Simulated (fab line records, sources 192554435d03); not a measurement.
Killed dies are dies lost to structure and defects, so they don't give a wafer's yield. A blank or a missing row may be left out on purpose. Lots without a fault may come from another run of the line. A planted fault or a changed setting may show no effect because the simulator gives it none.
fab line records | flow n5_finfet
record lots=24 wafers=72 last_day=20
route steps=1938 shown BEOL_M13@1710 BEOL_M14@1730 BEOL_M15@1783
lots that met no fault: from a run of the same line without faults
start_h: hours from the record's first day to the start of the lot's first wafer shown | wait_h: hours since the lot's step before | " the same as in the row above | L1.1+2: a row that stands for several wafers | - no value, or no start given | * or withheld: withheld | < > ~ a bound
route shown NAME@n: a module of which the file shows steps, and the number in the route of the first | usual: mean/standard deviation of fault-free wafers | same: alike in all rows | chamber/n: place in a boat | sites: the reading at each site | _std_site: their standard deviation | _edge_site: outer sites' mean less inner sites' | radius_mm: how far each site lies from the wafer's centre | mask NAME#n: copy n | behind: the tool/chamber that last shaped the wafer | hold: why the lot was held/for how many hours/how that ended | device: the transistor (n, p or np) that didn't switch | end of line: the same wafers' tests at the end of the route | a step without rows: its recipe alone | killed: dies lost to structure and defects at the first sort, not the wafer's yield | map: a wafer's dies, x killed, . not, _ none there
set.NAME: the setting as run; set.NAME@STEP: as run at that earlier step | model.NAME: the simulator's own value behind a step, which no gauge read
steps of the route over a sample of lots; a table a step, a row a wafer
services: from which hour (start_h, from the record's first day; less than 0 if before it) a tool's chamber was out of use, for how many hours, and why
## steps
# step N5_BEOL_M13_CMP_49
# recipe stop_on=SiOC t_overpolish_s=17.1 down_force_psi=1 platen_rpm=50 clearing_platen_down_force_psi=1.5 clearing_platen_rpm=50 post_cmp_clean=cu_alkaline target_thk_nm=420 clearing_platen_pad_velocity_m_s=0.99484 pad_velocity_m_s=0.99484
# usual barrier_field_endpoint_s=30.4/0.64 motor_current_A=6.2/0.72 overpolish_run_s=17.100/0.0094
# columns lot.wafer tool chamber start_h wait_h barrier_field_endpoint_s motor_current_A overpolish_run_s
L074.2 cmp-02 3 284.19 0.4 30.5 5.6 17.108
L074.6 " 0 " " 31.6 6.0 17.107
L074.5 " 1 " " 30.5 5.6 17.098
L075.2 cmp-02 0 310.04 0.2 30.4 6.1 17.104
L075.4 " 1 " " 30.6 6.2 17.094
L075.3 " 2 " " 31.3 5.6 17.100
L077.1 cmp-03 1 310.26 0.4 30.2 8.7 17.100
L077.2 " 2 " " 29.9 6.4 17.103
L077.5 " 1 " " 29.9 9.1 17.091
L076.1 cmp-04 0 314.47 0.3 30.5 6.0 17.112
L076.4 " 1 " " 29.8 6.2 17.110
L076.2 " 2 " " 29.6 5.9 17.106
L078.3 cmp-04 1 317.53 0.2 30.9 6.7 17.100
L078.1 " 0 " " 31.4 6.1 17.112
L078.5 " 2 " " 30.5 5.7 17.106
L079.3 cmp-02 1 317.81 0.4 30.7 5.9 17.096
L079.6 " 2 " " 31.5 5.9 17.105
L079.5 " 3 " " 31.4 5.8 17.085
L081.3 cmp-03 0 327.60 0.2 30.1 6.6 17.106
L081.1 " 1 " " 30.2 8.5 17.100
L081.6 " 0 " " 30.2 6.6 17.123
L082.1 cmp-04 0 333.09 0.3 28.6 5.9 17.096
L082.3 " 2 " " 29.6 6.1 17.089
L082.4 " 3 " " 29.8 6.1 17.074
L080.3 cmp-02 0 337.29 0.2 30.0 5.7 17.107
L080.5 " 2 " " 30.5 5.8 17.114
L080.6 " 3 " " 30.6 5.8 17.083
L084.4 cmp-02 2 338.06 0.1 30.4 5.8 17.099
L084.2 " 0 " " 30.5 5.7 17.076
L084.1 " 1 " " 29.8 6.0 17.087
L083.4 cmp-04 0 340.60 0.2 28.5 6.2 17.101
L083.1 " 2 " " 29.7 5.8 17.115
L083.6 " 0 " " 29.5 6.0 17.095
L085.3 cmp-03 3 358.78 0.2 29.9 6.9 17.109
L085.2 " 0 " " 29.8 6.5 17.107
L085.6 " 3 " " 30.2 7.1 17.084
L086.4 cmp-04 1 363.83 0.2 30.0 6.3 17.108
L086.1 " 3 " " 30.0 6.3 17.094
L086.6 " 0 " " 30.8 6.3 17.113
L088.4 cmp-02 3 369.54 0.1 29.4 5.7 17.087
L088.2 " 2 " " 29.8 5.8 17.101
L088.5 " 0 " " 30.1 5.5 17.089
L087.3 cmp-02 3 370.33 0.2 31.2 5.6 17.118
L087.2 " 2 " " 30.8 5.7 17.100
L087.5 " 0 " " 31.1 5.9 17.100
L089.4 cmp-04 1 386.42 0.2 30.0 6.2 17.094
L089.2 " 3 " " 29.8 6.2 17.082
L089.5 " 0 " " 29.9 6.1 17.101
L093.1 cmp-03 2 403.62 0.3 30.5 6.1 17.108
L093.3 " 3 " " 31.0 7.2 17.108
L093.5 " 2 " " 31.3 5.9 17.109
L092.2 cmp-02 1 403.71 0.2 30.1 6.0 17.104
L092.1 " 3 " " 30.2 5.7 17.103
L092.5 " 2 " " 30.0 6.0 17.100
L090.1 cmp-04 0 408.76 0.3 29.9 6.1 17.087
L090.4 " 2 " " 29.7 5.8 17.096
L090.5 " 0 " " 30.4 6.3 17.109
L091.4 cmp-02 2 409.57 0.2 31.6 6.2 17.093
L091.1 " 3 " " 30.9 5.9 17.099
L091.6 " 1 " " 30.9 5.9 17.112
L096.2 cmp-03 3 429.62 0.2 31.1 6.5 17.100
L096.3 " 0 " " 30.7 6.4 17.112
L096.1 " 1 " " 30.6 9.0 17.101
L095.1 cmp-03 3 434.15 0.3 30.1 6.8 17.104
L095.4 " 1 " " 30.7 9.0 17.089
L095.2 " 2 " " 30.4 6.1 17.101
L097.4 cmp-04 3 444.18 0.2 30.8 6.2 17.095
L097.6 " 0 " " 30.6 6.0 17.103
L097.5 " 1 " " 30.6 6.4 17.103
L094.4 cmp-02 3 453.15 0.2 30.7 5.4 17.098
L094.1 " 0 " " 31.1 6.2 17.093
L094.5 " 3 " " 32.1 5.8 17.100
# step N5_BEOL_M14_ETCH_59
# recipe chemistry=N2/H2 target=BARC target_depth_a=890 overetch_a=267 time_s=67.9 ion_energy_ev=200 pressure_mtorr=30 source_w=840 bias_w=150 n2_flow_sccm=200 h2_flow_sccm=200
# usual drypump_motor_current_A=5.8/0.41 oes_product_au=0.65/0.056 rf_fwd_power_W=833/3 rf_vpp_V=524.6/2 showerhead_plenum_p_Torr=2.56/0.065 throttle_valve_pct=17.93/0.22
# columns lot.wafer tool chamber start_h wait_h drypump_motor_current_A oes_product_au rf_fwd_power_W rf_hours_counter_h rf_vpp_V showerhead_plenum_p_Torr throttle_valve_pct
L074.2 rie_diel-04 0 285.27 0.0 6.4 0.74 827 47 529.2 2.70 17.79
L074.5 " 0 " " 6.4 0.74 828 - 528.2 2.70 17.78
L074.6 " 3 " " 6.5 0.63 836 - 525.5 2.63 17.66
L075.2 rie_diel-04 3 311.65 0.0 6.5 0.62 833 216 525.3 2.62 17.69
L075.3 " 2 " " 5.4 0.58 832 247 527.0 2.61 18.53
L075.4 " 0 " " 6.4 0.72 828 57 528.9 2.70 17.81
L077.1 rie_diel-01 2 312.33 0.0 6.2 0.68 831 105 522.0 2.46 18.01
L077.2 " 3 " " 5.6 0.64 832 177 524.8 2.53 18.07
L077.5 " 3 " " 5.6 0.63 835 - 522.5 2.53 18.07
L076.1 rie_diel-04 1 315.72 0.0 5.3 0.66 831 139 525.0 2.54 17.56
L076.2 " 3 " " 6.5 0.62 839 217 526.6 2.62 17.70
L076.4 " 2 " " 5.5 0.58 829 249 526.3 2.61 18.53
L078.1 rie_diel-04 1 318.78 0.0 5.3 0.65 833 141 523.9 2.54 17.56
L078.3 " 3 " " 6.5 0.63 832 219 526.5 2.62 17.68
L078.5 " 0 " " 6.4 0.72 831 - 527.9 2.70 17.83
L079.3 rie_diel-01 2 318.94 0.0 6.3 0.68 831 109 523.5 2.46 18.00
L079.5 " 1 " " 5.8 0.66 833 - 523.6 2.56 17.92
L079.6 " 2 " " 6.3 0.68 831 - 522.7 2.46 18.01
L081.1 rie_diel-04 3 328.72 0.0 6.5 0.61 834 225 525.8 2.62 17.69
L081.3 " 1 " " 5.3 0.64 834 - 524.6 2.54 17.59
L081.6 " 1 " " 5.3 0.65 830 - 524.0 2.54 17.56
L082.1 rie_diel-01 0 334.20 0.0 5.7 0.68 839 110 527.1 2.67 18.01
L082.3 " 2 " " 6.2 0.67 832 115 521.5 2.45 18.02
L082.4 " 1 " " 5.8 0.66 838 134 522.8 2.55 17.93
L080.3 rie_diel-06 2 338.91 0.0 5.1 0.60 832 225 526.1 2.62 17.93
L080.5 " 2 " " 5.1 0.60 832 - 527.0 2.62 17.93
L080.6 " 1 " " 5.7 0.67 835 - 524.8 2.55 17.97
L084.1 rie_diel-01 3 339.31 0.0 5.5 0.63 835 190 525.6 2.52 18.10
L084.2 " 0 " " 5.7 0.68 838 112 527.1 2.66 18.03
L084.4 " 3 " " 5.6 0.63 834 - 522.8 2.52 18.10
L083.1 rie_diel-06 1 341.79 0.0 5.7 0.67 829 114 522.9 2.55 17.96
L083.4 " 3 " " 5.9 0.61 828 194 522.9 2.52 17.90
L083.6 " 3 " " 5.9 0.61 831 - 524.2 2.52 17.90
L085.2 rie_diel-06 1 359.86 0.0 5.8 0.67 828 121 524.0 2.55 17.98
L085.3 " 0 " " 6.0 0.60 833 244 522.7 2.50 18.23
L085.6 " 3 " " 5.9 0.61 838 - 523.7 2.51 17.92
L086.1 rie_diel-06 0 365.03 0.0 5.9 0.60 833 246 522.6 2.50 18.22
L086.4 " 3 " " 5.9 0.60 835 203 524.4 2.51 17.93
L086.6 " 3 " " 5.8 0.60 836 - 523.7 2.51 17.92
L088.2 rie_diel-01 2 370.76 0.0 6.3 0.66 834 130 521.0 2.45 18.05
L088.4 " 3 " " 5.6 0.62 835 202 522.4 2.52 18.11
L088.5 " 1 " " 5.8 0.66 832 - 524.5 2.55 17.95
L087.2 rie_diel-04 1 371.44 0.0 5.3 0.63 834 163 522.9 2.53 17.61
L087.3 " 3 " " 6.5 0.61 836 242 526.2 2.61 17.72
L087.5 " 3 " " 6.5 0.61 841 - 525.0 2.61 17.72
L089.2 rie_diel-01 1 387.69 0.0 5.8 0.65 834 151 521.8 2.55 17.95
L089.4 " 3 " " 5.6 0.61 835 206 522.2 2.52 18.12
L089.5 " 3 " " 5.6 0.61 832 - 522.7 2.52 18.11
L093.1 rie_diel-01 3 404.88 0.0 5.6 0.61 834 213 521.8 2.51 18.12
L093.3 " 0 " " 5.8 0.66 830 137 528.5 2.65 18.06
L093.5 " 3 " " 5.5 0.61 836 - 524.7 2.51 18.15
L092.1 rie_diel-01 1 405.29 0.0 5.8 0.64 834 158 522.2 2.54 17.98
L092.2 " 0 " " 5.8 0.66 831 138 526.6 2.65 18.08
L092.5 " 1 " " 5.7 0.64 833 - 522.1 2.54 17.96
L090.1 rie_diel-06 1 409.90 0.0 5.8 0.66 829 142 523.9 2.54 18.04
L090.4 " 1 " " 5.7 0.66 827 - 524.9 2.54 18.02
L090.5 " 3 " " 5.9 0.60 830 - 524.1 2.50 17.94
L091.1 rie_diel-06 1 410.63 0.0 5.7 0.65 829 142 523.5 2.54 18.00
L091.4 " 2 " " 5.1 0.58 834 - 525.1 2.61 17.98
L091.6 " 3 " " 5.9 0.60 830 - 522.8 2.50 17.97
L096.1 rie_diel-04 2 430.69 0.0 5.4 0.75 827 32 525.7 2.59 18.16
L096.2 " 3 " " 6.5 0.80 840 5 526.7 2.60 17.33
L096.3 " 1 " " 5.3 0.63 835 184 523.0 2.52 17.65
L095.1 rie_diel-06 0 435.27 0.0 5.9 0.77 836 11 523.8 2.49 17.83
L095.2 " 3 " " 5.8 0.59 836 231 523.3 2.50 17.96
L095.4 " 1 " " 5.7 0.64 832 153 525.0 2.54 18.03
L097.4 rie_diel-06 1 445.36 0.0 5.7 0.64 828 157 524.0 2.54 18.05
L097.5 " 3 " " 5.9 0.59 830 - 523.4 2.50 17.99
L097.6 " 0 " " 6.0 0.76 830 - 523.0 2.49 17.83
L094.1 rie_diel-04 0 454.34 0.0 6.4 0.69 831 99 526.9 2.68 17.89
L094.4 " 3 " " 6.5 0.79 837 14 525.1 2.60 17.32
L094.5 " 2 " " 5.4 0.74 832 - 525.5 2.59 18.15
# step N5_BEOL_M14_CD_MEAS_17
# recipe target_cd_nm=250 polarity=opening
# usual cd_nm=251.1/1.3
# columns lot.wafer tool chamber start_h wait_h cd_nm
L074.2 cd_sem-01 - 285.76 0.0 250.1
L074.5 " - " " 250.1
L074.6 " - " " 249.9
L075.2 cd_sem-02 - 312.05 0.0 252.1
L075.3 " - " " 251.1
L075.4 " - " " 251.9
L077.1 cd_sem-03 - 312.77 0.0 250.4
L077.2 " - " " 249.8
L077.5 " - " " 249.0
L076.1 cd_sem-01 - 316.12 0.0 249.4
L076.2 " - " " 251.1
L076.4 " - " " 248.2
L078.1 cd_sem-01 - 319.18 0.0 250.7
L078.3 " - " " 251.0
L078.5 " - " " 251.4
L079.3 cd_sem-02 - 319.34 0.0 251.4
L079.5 " - " " 251.6
L079.6 " - " " 252.6
L081.1 cd_sem-03 - 329.27 0.0 252.1
L081.3 " - " " 250.9
L081.6 " - " " 251.1
L082.1 cd_sem-02 - 334.60 0.0 252.3
L082.3 " - " " 253.8
L082.4 " - " " 253.2
L080.3 cd_sem-01 - 339.40 0.0 252.7
L080.5 " - " " 252.4
L080.6 " - " " 251.6
L084.1 cd_sem-01 - 339.72 0.0 250.7
L084.2 " - " " 251.4
L084.4 " - " " 252.1
L083.1 cd_sem-03 - 342.19 0.0 249.3
L083.4 " - " " 250.7
L083.6 " - " " 250.6
L085.2 cd_sem-02 - 360.27 0.0 250.3
L085.3 " - " " 251.3
L085.6 " - " " 251.8
L086.1 cd_sem-01 - 365.44 0.0 253.7
L086.4 " - " " 252.0
L086.6 " - " " 251.7
L088.2 cd_sem-01 - 371.16 0.0 249.9
L088.4 " - " " 249.9
L088.5 " - " " 252.2
L087.2 cd_sem-03 - 371.84 0.0 249.7
L087.3 " - " " 250.6
L087.5 " - " " 250.7
L089.2 cd_sem-02 - 388.09 0.0 252.8
L089.4 " - " " 249.5
L089.5 " - " " 248.5
L093.1 cd_sem-03 - 405.28 0.0 252.2
L093.3 " - " " 252.6
L093.5 " - " " 253.2
L092.1 cd_sem-02 - 405.69 0.0 250.8
L092.2 " - " " 254.3
L092.5 " - " " 251.5
L090.1 cd_sem-02 - 410.30 0.0 250.5
L090.4 " - " " 249.8
L090.5 " - " " 250.6
L091.1 cd_sem-01 - 411.03 0.0 247.7
L091.4 " - " " 250.0
L091.6 " - " " 248.7
L096.1 cd_sem-01 - 431.09 0.0 251.6
L096.2 " - " " 250.1
L096.3 " - " " 249.1
L095.1 cd_sem-02 - 435.68 0.0 251.2
L095.2 " - " " 250.0
L095.4 " - " " 250.9
L097.4 cd_sem-03 - 445.77 0.0 250.2
L097.5 " - " " 252.2
L097.6 " - " " 252.1
L094.1 cd_sem-03 - 454.74 0.0 250.4
L094.4 " - " " 252.1
L094.5 " - " " 250.2
# step N5_BEOL_M14_OVL_MEAS_29
# recipe points_per_wafer=44
# usual M14_OVL=0/4.8
# columns lot.wafer tool chamber start_h wait_h M14_OVL[nm]
L074.2 overlay-02 0 286.25 0.0 -1
L074.5 " 0 " " -9
L074.6 " 0 " " -5
L075.2 overlay-02 0 312.41 0.0 -1
L075.3 " 0 " " 1
L075.4 " 0 " " -7
L077.1 overlay-02 0 313.26 0.0 -1
L077.2 " 0 " " -3
L077.5 " 0 " " 4
L076.1 overlay-02 0 316.48 0.0 -1
L076.2 " 0 " " 6
L076.4 " 0 " " 7
L078.1 overlay-02 0 319.67 0.0 -9
L078.3 " 0 " " 3
L078.5 " 0 " " -2
L079.3 overlay-02 0 319.83 0.0 -2
L079.5 " 0 " " -4
L079.6 " 0 " " 0
L081.1 overlay-01 0 329.63 0.0 -1
L081.3 " 0 " " -7
L081.6 " 0 " " -2
L082.1 overlay-01 0 335.08 0.0 -1
L082.3 " 0 " " 3
L082.4 " 0 " " -1
L080.3 overlay-01 0 339.88 0.0 3
L080.5 " 0 " " 6
L080.6 " 0 " " 8
L084.1 overlay-02 0 340.08 0.0 3
L084.2 " 0 " " -7
L084.4 " 0 " " 3
L083.1 overlay-02 0 342.70 0.0 -5
L083.4 " 0 " " -1
L083.6 " 0 " " -4
L085.2 overlay-02 0 360.62 0.0 -18
L085.3 " 0 " " 3
L085.6 " 0 " " -7
L086.1 overlay-02 0 365.92 0.0 5
L086.4 " 0 " " 6
L086.6 " 0 " " 3
L088.2 overlay-01 0 371.65 0.0 0
L088.4 " 0 " " 6
L088.5 " 0 " " -4
L087.2 overlay-01 0 372.33 0.0 4
L087.3 " 0 " " 0
L087.5 " 0 " " -1
L089.2 overlay-02 0 388.45 0.0 4
L089.4 " 0 " " 3
L089.5 " 0 " " 13
L093.1 overlay-01 0 405.76 0.0 -1
L093.3 " 0 " " 2
L093.5 " 0 " " 1
L092.1 overlay-02 0 406.19 0.0 -3
L092.2 " 0 " " 3
L092.5 " 0 " " -9
L090.1 overlay-01 0 410.66 0.0 2
L090.4 " 0 " " 0
L090.5 " 0 " " -4
L091.1 overlay-02 0 411.39 0.0 1
L091.4 " 0 " " 5
L091.6 " 0 " " -2
L096.1 overlay-01 0 431.45 0.0 -8
L096.2 " 0 " " -3
L096.3 " 0 " " 3
L095.1 overlay-01 0 436.16 0.0 -4
L095.2 " 0 " " 9
L095.4 " 0 " " 0
L097.4 overlay-01 0 446.12 0.0 8
L097.5 " 0 " " 0
L097.6 " 0 " " 0
L094.1 overlay-02 0 455.22 0.0 -5
L094.4 " 0 " " -7
L094.5 " 0 " " -4
# step N5_BEOL_M15_CD_MEAS_10
# recipe target_cd_nm=360 landing_energy_ev=500 detector=se_inlens polarity=opening
# usual cd_nm=360.4/1.3
# columns lot.wafer tool chamber start_h wait_h cd_nm
L074.2 cd_sem-01 0 292.97 - 359.8
L074.5 " 0 " " 359.4
L074.6 " 0 " " 359.5
L075.2 cd_sem-02 0 316.49 - 361.3
L075.3 " 0 " " 360.9
L075.4 " 0 " " 361.2
L077.1 cd_sem-03 0 319.06 - 359.1
L077.2 " 0 " " 360.3
L077.5 " 0 " " 360.6
L076.1 cd_sem-02 0 320.65 - 359.2
L076.2 " 0 " " 359.7
L076.4 " 0 " " 359.1
L078.1 cd_sem-02 0 325.70 - 359.9
L078.3 " 0 " " 359.9
L078.5 " 0 " " 360.9
L079.3 cd_sem-03 0 326.18 - 359.4
L079.5 " 0 " " 360.4
L079.6 " 0 " " 357.5
L081.1 cd_sem-02 0 332.70 - 360.9
L081.3 " 0 " " 361.5
L081.6 " 0 " " 360.2
L082.1 cd_sem-01 0 338.83 - 361.5
L082.3 " 0 " " 360.5
L082.4 " 0 " " 360.7
L080.3 cd_sem-03 0 346.26 - 362.9
L080.5 " 0 " " 362.5
L080.6 " 0 " " 364.5
L084.1 cd_sem-02 0 347.43 - 360.1
L084.2 " 0 " " 359.6
L084.4 " 0 " " 359.3
L083.1 cd_sem-02 0 347.59 - 359.7
L083.4 " 0 " " 358.2
L083.6 " 0 " " 359.9
L085.2 cd_sem-02 0 366.11 - 359.3
L085.3 " 0 " " 359.1
L085.6 " 0 " " 360.5
L086.1 cd_sem-01 0 371.03 - 361.9
L086.4 " 0 " " 362.2
L086.6 " 0 " " 362.3
L088.2 cd_sem-02 0 375.31 - 359.5
L088.4 " 0 " " 358.2
L088.5 " 0 " " 359.7
L087.2 cd_sem-03 0 375.75 - 360.7
L087.3 " 0 " " 360.2
L087.5 " 0 " " 361.7
L089.2 cd_sem-01 0 391.74 - 359.2
L089.4 " 0 " " 358.6
L089.5 " 0 " " 359.8
L093.1 cd_sem-01 0 412.76 - 359.7
L093.3 " 0 " " 357.5
L093.5 " 0 " " 361.3
L092.1 cd_sem-01 0 414.09 - 358.9
L092.2 " 0 " " 361.6
L092.5 " 0 " " 359.9
L090.1 cd_sem-02 0 415.94 - 359.9
L090.4 " 0 " " 361.1
L090.5 " 0 " " 358.9
L091.1 cd_sem-03 0 416.49 - 361.1
L091.4 " 0 " " 361.8
L091.6 " 0 " " 361.8
L096.1 cd_sem-01 0 436.73 - 361.9
L096.2 " 0 " " 359.5
L096.3 " 0 " " 361.0
L095.1 cd_sem-01 0 440.38 - 361.8
L095.2 " 0 " " 360.7
L095.4 " 0 " " 359.9
L097.4 cd_sem-03 0 450.70 - 362.1
L097.5 " 0 " " 360.9
L097.6 " 0 " " 360.8
L094.1 cd_sem-01 0 460.70 - 360.6
L094.4 " 0 " " 360.3
L094.5 " 0 " " 360.8
# step N5_BEOL_M15_ETCH_59
# recipe chemistry=N2/H2 target=BARC target_depth_a=890 overetch_a=267 time_s=67.9 ion_energy_ev=200 pressure_mtorr=30 source_w=840 bias_w=150 n2_flow_sccm=200 h2_flow_sccm=200
# usual drypump_motor_current_A=5.8/0.44 oes_product_au=0.66/0.07 rf_fwd_power_W=834.9/2.9 rf_vpp_V=523.4/2.4 showerhead_plenum_p_Torr=2.52/0.085 throttle_valve_pct=17.99/0.23
# columns lot.wafer tool chamber start_h wait_h drypump_motor_current_A oes_product_au rf_fwd_power_W rf_hours_counter_h rf_vpp_V showerhead_plenum_p_Torr throttle_valve_pct
L074.2 rie_diel-02 3 293.09 0.0 5.9 0.61 835.8 204 519.9 2.42 17.97
L074.5 " 0 " " 4.8 0.78 834.0 - 525.3 2.59 17.83
L074.6 " 3 " " 5.9 0.61 834.5 - 520.5 2.42 17.99
L075.2 rie_diel-05 2 316.61 0.0 6.2 0.75 839.2 40 521.7 2.48 17.79
L075.3 " 0 " " 5.8 0.58 833.7 248 523.1 2.50 17.85
L075.4 " 1 " " 5.4 0.72 833.5 - 525.4 2.58 17.71
L077.1 rie_diel-02 0 319.19 0.0 4.8 0.78 835.9 31 526.2 2.59 17.83
L077.2 " 2 " " 6.1 0.70 834.0 98 523.0 2.46 17.94
L077.5 " 1 " " 5.6 0.62 833.5 - 520.4 2.42 18.22
L076.1 rie_diel-05 1 320.89 0.0 5.4 0.72 828.8 74 525.2 2.58 17.70
L076.2 " 0 " " 5.8 0.58 835.4 250 522.0 2.49 17.84
L076.4 " 2 " " 6.2 0.75 840.0 42 521.4 2.48 17.79
L078.1 rie_diel-03 2 325.91 0.0 5.7 0.58 838.2 248 519.4 2.40 18.05
L078.3 " 3 " " 5.5 0.59 838.6 218 527.5 2.62 18.10
L078.5 " 3 " " 5.5 0.58 839.9 - 526.4 2.62 18.06
L079.3 rie_diel-02 0 326.41 0.0 4.8 0.77 833.5 34 525.0 2.59 17.84
L079.5 " 1 " " 5.6 0.61 835.0 - 520.5 2.42 18.22
L079.6 " 3 " " 5.9 0.60 832.9 - 520.7 2.42 18.00
L081.1 rie_diel-05 1 335.26 0.0 5.4 0.71 837.0 82 524.9 2.57 17.72
L081.3 " 3 " " 6.4 0.62 834.9 191 523.8 2.52 18.21
L081.6 " 1 " " 5.4 0.71 833.6 - 524.4 2.57 17.69
L082.1 rie_diel-02 1 339.76 0.0 5.6 0.61 835.6 205 519.9 2.42 18.22
L082.3 " 2 " " 6.1 0.69 835.0 105 520.5 2.46 17.94
L082.4 " 0 " " 4.8 0.76 838.7 41 525.6 2.58 17.83
L080.3 rie_diel-05 2 346.38 0.0 6.2 0.74 835.9 57 523.0 2.48 17.83
L080.5 " 1 " " 5.3 0.70 833.7 - 523.8 2.57 17.75
L080.6 " 2 " " 6.2 0.74 836.6 - 521.6 2.48 17.82
L084.1 rie_diel-05 0 347.64 0.0 5.8 0.86 835.6 0 521.9 2.49 17.44
L084.2 " 3 " " 6.4 0.62 831.5 199 524.8 2.51 18.22
L084.4 " 1 " " 5.4 0.71 838.4 90 524.9 2.57 17.74
L083.1 rie_diel-02 0 348.04 0.0 4.8 0.76 835.2 43 523.6 2.58 17.84
L083.4 " 1 " " 5.6 0.62 829.3 208 521.9 2.42 18.24
L083.6 " 2 " " 6.1 0.68 831.6 - 521.5 2.46 17.95
L085.2 rie_diel-03 3 366.23 0.0 5.5 0.57 839.1 223 525.7 2.62 18.07
L085.3 " 0 " " 5.9 0.65 839.4 143 526.2 2.66 18.11
L085.6 " 1 " " 5.7 0.60 834.7 - 523.5 2.51 18.40
L086.1 rie_diel-03 0 371.16 0.0 5.9 0.65 840.1 145 526.6 2.65 18.10
L086.4 " 0 " " 6.0 0.66 838.9 - 528.4 2.66 18.13
L086.6 " 1 " " 5.8 0.59 831.1 - 522.5 2.51 18.39
L088.2 rie_diel-03 1 375.43 0.0 5.7 0.60 831.3 227 524.0 2.51 18.43
L088.4 " 0 " " 5.9 0.66 844.8 - 527.9 2.65 18.12
L088.5 " 1 " " 5.8 0.59 829.5 - 524.5 2.51 18.40
L087.2 rie_diel-02 3 375.88 0.0 5.9 0.59 832.6 238 520.8 2.41 18.03
L087.3 " 0 " " 4.8 0.74 836.5 53 525.2 2.58 17.87
L087.5 " 3 " " 5.9 0.59 829.9 - 519.4 2.41 18.02
L089.2 rie_diel-05 0 391.86 0.0 5.8 0.80 837.0 16 522.5 2.49 17.47
L089.4 " 3 " " 6.4 0.61 832.5 212 525.1 2.51 18.25
L089.5 " 3 " " 6.4 0.61 835.6 - 523.7 2.51 18.26
L093.1 rie_diel-02 2 412.89 0.0 6.1 0.67 832.7 132 522.1 2.45 17.99
L093.3 " 0 " " 4.8 0.73 836.0 64 525.0 2.57 17.88
L093.5 " 0 " " 4.8 0.73 836.6 - 525.1 2.57 17.89
L092.1 rie_diel-03 0 414.45 0.0 5.9 0.65 836.9 156 526.5 2.65 18.13
L092.2 " 2 " " 5.7 0.79 833.3 7 528.0 2.72 17.61
L092.5 " 2 " " 5.7 0.80 833.6 - 529.0 2.72 17.60
L090.1 rie_diel-03 3 416.06 0.0 5.5 0.58 836.8 237 525.9 2.61 18.10
L090.4 " 2 " " 5.7 0.79 831.3 7 527.8 2.72 17.63
L090.5 " 0 " " 5.9 0.65 833.4 - 526.1 2.65 18.13
L091.1 rie_diel-05 1 416.61 0.0 5.4 0.69 832.4 112 525.2 2.56 17.77
L091.4 " 2 " " 6.2 0.71 839.0 80 521.5 2.47 17.87
L091.6 " 3 " " 6.4 0.60 835.2 - 523.3 2.50 18.26
L096.1 rie_diel-05 3 436.96 0.0 6.4 0.61 835.4 226 521.5 2.50 18.27
L096.2 " 1 " " 5.4 0.67 835.4 118 524.7 2.56 17.79
L096.3 " 1 " " 5.3 0.68 830.5 - 523.3 2.56 17.79
L095.1 rie_diel-02 3 440.50 0.0 5.9 0.82 830.1 0 527.5 2.72 17.64
L095.2 " 2 " " 6.1 0.67 832.8 142 519.1 2.44 18.01
L095.4 " 0 " " 4.8 0.72 839.0 75 525.2 2.57 17.91
L097.4 rie_diel-02 0 450.82 0.0 4.8 0.72 834.3 78 525.9 2.57 17.91
L097.5 " 3 " " 5.9 0.80 834.2 - 529.1 2.72 17.64
L097.6 " 0 " " 4.8 0.72 835.5 - 525.6 2.57 17.91
L094.1 rie_diel-05 0 460.83 0.0 5.8 0.76 833.8 35 521.4 2.48 17.50
L094.4 " 2 " " 6.2 0.70 837.0 91 522.0 2.46 17.88
L094.5 " 3 " " 6.3 0.60 835.4 - 522.9 2.50 18.28
## services
# columns tool chamber start_h hours kind
rie_diel-04 3 260.32 20.8 repair
cmp-04 - 262.70 6.1 pm
rie_diel-05 2 281.14 7.1 repair
rie_diel-02 0 294.77 12.3 repair
rie_diel-06 1 301.28 8.3 repair
rie_diel-06 - 310.71 2.8 pm
rie_diel-01 0 311.39 14.6 repair
cmp-02 - 312.09 4.0 pm
rie_diel-05 3 315.21 3.1 repair
rie_diel-02 2 322.19 4.5 repair
rie_diel-01 1 323.83 2.3 repair
rie_diel-04 0 328.48 9.2 repair
rie_diel-05 - 329.22 0.3 repair
rie_diel-02 - 332.96 1.8 repair
rie_diel-01 1 337.50 9.0 repair
rie_diel-02 0 350.85 2.9 repair
cmp-02 - 358.42 7.3 pm
rie_diel-02 - 368.45 4.3 pm
rie_diel-05 3 381.29 7.0 repair
cmp-02 - 385.38 0.5 repair
rie_diel-02 - 412.46 0.3 repair
cmp-02 - 423.25 2.1 repair
rie_diel-05 2 431.49 8.2 repair
rie_diel-05 0 434.83 5.0 repair
## key
fault none
